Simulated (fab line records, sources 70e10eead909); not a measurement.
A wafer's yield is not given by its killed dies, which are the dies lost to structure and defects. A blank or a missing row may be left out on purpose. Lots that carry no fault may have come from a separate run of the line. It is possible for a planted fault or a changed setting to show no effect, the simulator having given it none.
What tool caused it?    flow nand harc    24 lots with 72 wafers sampled at 3 steps, on a route of 1302 steps

== WHAT THE GAUGES SHOWED, per wafer ==
NHARC_A_ONON_D2_THK_MEAS_14: measures by ellipsometry. Usual: 999 nm for thk nm, sd 8.2.
lot   measured      on             thk nm (nm)     flag
L074  day 12 09:54  film metro-02  999 998 999     
L075  day 12 19:34  film metro-02  1011 1013 1011  
L076  day 13 09:28  film metro-02  1006 1006 1008  
L077  day 14 03:10  film metro-01  991 989 988     
L078  day 14 03:20  film metro-02  1009 1010 1008  
L079  day 14 13:17  film metro-02  997 998 996     
L080  day 15 01:26  film metro-01  1006 1006 1005  
L081  day 15 07:14  film metro-01  1006 1004 1007  
L082  day 15 07:17  film metro-01  999 1001 1000   
L083  day 16 09:32  film metro-02  995 997 998     
L084  day 16 18:15  film metro-01  1020 1020 1020  
L085  day 16 21:46  film metro-01  996 994 992     
L086  day 17 04:46  film metro-02  987 987 988     
L087  day 17 10:35  film metro-02  996 997 995     
L088  day 18 23:57  film metro-01  1004 1002 1002  
L089  day 19 00:05  film metro-02  995 996 996     
L090  day 19 11:51  film metro-02  998 997 999     
L091  day 19 12:06  film metro-02  1000 1000 1001  
L092  day 20 12:19  film metro-01  983 985 982     
L093  day 20 12:25  film metro-01  989 992 989     
L094  day 20 12:34  film metro-02  1003 1004 1003  
L096  day 21 07:29  film metro-01  997 996 996     
L095  day 21 07:30  film metro-02  1002 1004 1005  
L097  day 21 17:39  film metro-01  995 992 994     

NHARC_A_ONON_D2_THK_MEAS_34: measures by ellipsometry. Usual: 199.1 nm for thk nm, sd 2.5.
lot   measured      on             thk nm (nm)        flag
L074  day 12 23:37  film metro-02  194.2 199.1 201.8  
L075  day 13 06:04  film metro-02  194.9 202.5 199.5  
L076  day 13 19:29  film metro-02  195.3 192.3 203.1  
L077  day 14 13:25  film metro-01  200.9 198.4 199.1  
L078  day 14 13:25  film metro-02  196.4 192.7 199.3  
L079  day 15 01:08  film metro-02  200.8 202.7 202.3  
L080  day 15 11:56  film metro-02  200.6 203.0 198.1  
L081  day 15 17:22  film metro-02  199.2 199.3 195.8  
L082  day 15 17:21  film metro-02  197.8 200.7 200.0  
L083  day 16 20:14  film metro-01  198.4 198.9 199.1  
L084  day 17 04:46  film metro-01  196.5 198.1 198.4  
L085  day 17 07:51  film metro-02  195.6 199.4 202.7  
L086  day 17 18:05  film metro-01  197.4 202.1 201.8  
L087  day 17 18:05  film metro-02  197.8 203.3 200.2  
L088  day 19 11:25  film metro-02  200.2 198.7 199.2  
L089  day 19 11:05  film metro-01  195.7 200.9 202.8  
L090  day 19 22:41  film metro-02  196.4 198.9 198.0  
L091  day 19 22:43  film metro-01  198.3 197.2 200.5  
L092  day 20 22:28  film metro-02  198.8 197.5 203.3  
L093  day 20 22:29  film metro-01  197.9 200.6 201.3  
L094  day 20 22:28  film metro-01  196.1 200.6 202.3  
L096  day 21 19:52  film metro-01  201.6 202.0 198.9  
L095  day 21 19:51  film metro-01  196.4 203.6 204.7  
L097  day 22 04:33  film metro-02  196.9 200.9 200.1  

NHARC_A_CHANNEL_HOLE_D2_OVL_MEAS_11. Usual: overlay x nm -0.2 nm, standard deviation 0.87; overlay y nm -0.1 nm, standard deviation 1.
lot   measured      on          overlay x nm (nm)  overlay y nm (nm)  flag
L074  day 13 03:29  overlay-01  -2.1 -1.5 -1.8     -1.6 -1.6 -1.8     
L075  day 13 09:32  overlay-01  -0.6 -0.2 -0.9     1.9 1.5 2.4        
L076  day 13 22:16  overlay-02  -0.7 -0.9 -0.6     -1.0 -1.3 0.0      
L077  day 14 16:10  overlay-01  -0.8 -0.5 0.0      -0.2 0.6 0.7       
L078  day 14 16:28  overlay-02  1.1 0.6 0.6        0.0 -0.3 0.0       
L079  day 15 05:37  overlay-01  1.0 1.2 1.4        -0.5 -0.8 -0.8     
L080  day 15 18:11  overlay-02  -1.3 -0.4 -0.3     0.8 0.6 1.1        
L081  day 15 22:03  overlay-01  -1.0 -0.6 -0.2     0.4 0.4 0.5        
L082  day 15 23:01  overlay-02  0.2 0.0 0.3        1.0 0.4 1.3        
L083  day 16 23:01  overlay-01  -1.6 -1.3 -1.1     0.3 -0.1 -0.1      
L084  day 17 07:38  overlay-02  0.7 1.1 0.9        -1.6 -1.4 -2.1     
L085  day 17 11:20  overlay-02  1.3 0.8 1.1        0.7 0.6 0.5        
L086  day 18 00:17  overlay-02  -0.1 0.1 0.5       -1.2 -0.6 -0.3     
L087  day 17 22:28  overlay-01  -1.0 -0.3 -1.0     -1.0 -1.5 -1.2     
L088  day 19 18:13  overlay-01  0.1 0.4 0.2        1.6 1.5 1.2        
L089  day 19 17:38  overlay-02  0.6 1.1 1.5        -0.7 -0.4 -0.4     
L090  day 20 05:14  overlay-02  -0.6 -1.0 -0.4     0.6 0.6 0.6        
L091  day 20 05:29  overlay-01  -0.2 0.1 0.2       1.7 1.6 0.8        
L092  day 21 04:43  overlay-01  -1.7 -1.6 -1.0     -1.0 -0.4 -1.3     
L093  day 21 06:28  overlay-02  -1.8 -1.4 -0.7     -0.5 -0.7 -0.8     
L094  day 21 04:34  overlay-02  -0.2 0.2 -0.5      -0.7 0.6 0.5       
L096  day 22 01:07  overlay-02  0.6 0.3 0.6        0.0 -0.1 0.5       
L095  day 22 02:25  overlay-02  -0.4 -0.3 -0.5     -1.2 -0.9 -0.7     
L097  day 22 07:35  overlay-02  -0.6 -0.4 -0.5     -1.4 -1.1 -1.2     

== WHICH TOOL RAN EACH LOT (tool, then ch and the chambers of the sampled wafers, then the start) ==
There is no process step in the record ahead of these readings.

== WHAT THE TOOLS THEMSELVES READ (means of the sampled wafers that have a number; where no wafer has one, the mark that the record gives instead) ==
The record holds no such reading with a usual standard deviation.

== THE ANSWER, worked out from the rows above alone ==
Rule: a lot counts as off when the mean over its wafers that have a number is more than 3 standard deviations away from the usual mean. Also off: a lot with no number at a reading for which 4 or more lots have one. Any other lot the step has rows for is counted as sound. Order of review: gauges by route order, followed by the tools' own readings, for which a lot's mean as printed above is used. The first step at which some lot is off is used, and at that step the reading that is off furthest; a lot without a number counts as furthest.
No lot is off on any of the readings shown, so nothing can be concluded from this.

== WHAT THE SIMULATOR HAD PUT IN ==
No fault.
